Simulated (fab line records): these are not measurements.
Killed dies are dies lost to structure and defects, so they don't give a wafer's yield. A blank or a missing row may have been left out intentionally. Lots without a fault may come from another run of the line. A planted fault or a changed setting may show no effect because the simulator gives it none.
A lot that was struck, set against a sound lot ; flow nandHarc ; 15 out of 1302 route steps
Sound: the wafers L826.3, L826.4, L826.6. Struck: wafers L830.1, L830.2, L830.3. The cause is named last.
At each step with rows: each side's tool, then ch and its chambers, then its first start. Under that, the readings that differ: sound wafers ; struck wafers ; difference of the means ; sigmas: that difference in standard deviations of wafers without a fault.
alike: words and numbers the same on both sides, and readings whose means are apart by under 2 such deviations; not compared: readings that were withheld, readings missing a value for some wafer, numbers with overlapping values and no deviation given by the record, and bounds like >300 which may hide the same value.
The two part at a step that has a row with sigmas, a row that says differs or no value, or rows on one side only. When numbers do not overlap yet have no deviation, they are printed without sigmas and do not part them. A reading missing from all wafers of one side parts the sides only when that side holds two or more wafers.

first, 7 steps without rows for these wafers: NHARC_P_CONTACT_COAT_34 (time 65 s); NHARC_P_CONTACT_COAT_06 (resist thk 90 nm); NHARC_P_CONTACT_SOFTBAKE_07 (time 55 s); NHARC_P_CONTACT_EBR_08; NHARC_P_CONTACT_EXPOSE_09 (exposes mask P CA, target cd 90 nm); NHARC_P_CONTACT_PEB_10 (peb time 65 s); NHARC_P_CONTACT_DEVELOP_11 (develop time 35 s).
NHARC_P_CONTACT_CD_MEAS_12: the cd target is 90 nm.
  sound on cdSem-03 ch 0, day 6 11:34; struck on cdSem-03 ch 0, day 8 07:07
  alike: cdNm
NHARC_P_CONTACT_OVL_MEAS_13:
  struck on overlay-01, day 8 07:13; sound on overlay-01, day 6 11:39
reading;sound;struck;difference;sigmas
overlayYNm (nm);1.9 1.1 1.6;0.2 0.2 0.1;-1.4;-2
  alike: overlayXNm
NHARC_P_CONTACT_INSPECT_14:
  struck on defectInspect-02, day 8 07:15; sound on defectInspect-02, day 6 11:41
  alike: rawDefectCount
NHARC_P_CONTACT_DESCUM_17: chemistry O2, time 3 s.
  sound on rieDiel-12 ch 2,3, day 6 11:44; struck on rieDiel-06 ch 0,1,3, day 8 07:19
reading;sound;struck;difference;sigmas
throttleValvePct (%);11.295 11.302 11.302;11.316 11.326 11.314;+0.019;+2
  alike: drypumpMotorCurrentA, oesProductAu, rfVppV, showerheadPlenumPTorr
  not compared: rfHoursCounterH
NHARC_P_CONTACT_ETCH_35: etches the open film in CF4, target depth 39 nm, time 65 s.
  sound on rieDiel-12 ch 0,1,3, day 6 11:50; struck on rieDiel-06 ch 1,2,3, day 8 07:23
  alike: drypumpMotorCurrentA, oesProductAu, rfVppV, runLengthS, showerheadPlenumPTorr, throttleValvePct
  not compared: rfHoursCounterH
NHARC_P_CONTACT_ETCH_36: etches the open film in N2/H2, target depth 260 nm, time 406.25 s.
  sound on rieDiel-12 ch 0,1,2, day 6 11:59; struck on rieDiel-06 ch 0,1,3, day 8 07:29
reading;sound;struck;difference;sigmas
oesProductAu (a.u.);0.984 0.985 1.001;1.018 1.029 0.999;+0.025;+2
runLengthS (s);428.4 427.6 427.8;330.5 329.6 329.8;-98.0;-99 or more
  alike: drypumpMotorCurrentA, n2FlowSccm, rfVppV, showerheadPlenumPTorr, throttleValvePct
  not compared: rfHoursCounterH
NHARC_P_CONTACT_ETCH_18: etches the open film in C4F8/O2/Ar, target depth 481 nm, time 240.5 s.
  sound on rieDiel-12 ch 1,2,3; struck on rieDiel-06 ch 0,2,3
  alike: oesProductAu, rfVppV, runLengthS
  not compared: rfHoursCounterH
-- record jumps: 19 days between struck wafers' starts before vs after; left off in module P_CONTACT, resumes in module END, first step shown is number 1302 of the route --
NHARC_END_SORT_01:
  the record has rows for the struck wafers here (prober-02 ch 0, day 27 02:37) and none for the sound ones

## WHERE THEY PART
Earliest at NHARC_P_CONTACT_OVL_MEAS_13; latest, in this record, at NHARC_END_SORT_01.

WHY: the cause the simulator had injected
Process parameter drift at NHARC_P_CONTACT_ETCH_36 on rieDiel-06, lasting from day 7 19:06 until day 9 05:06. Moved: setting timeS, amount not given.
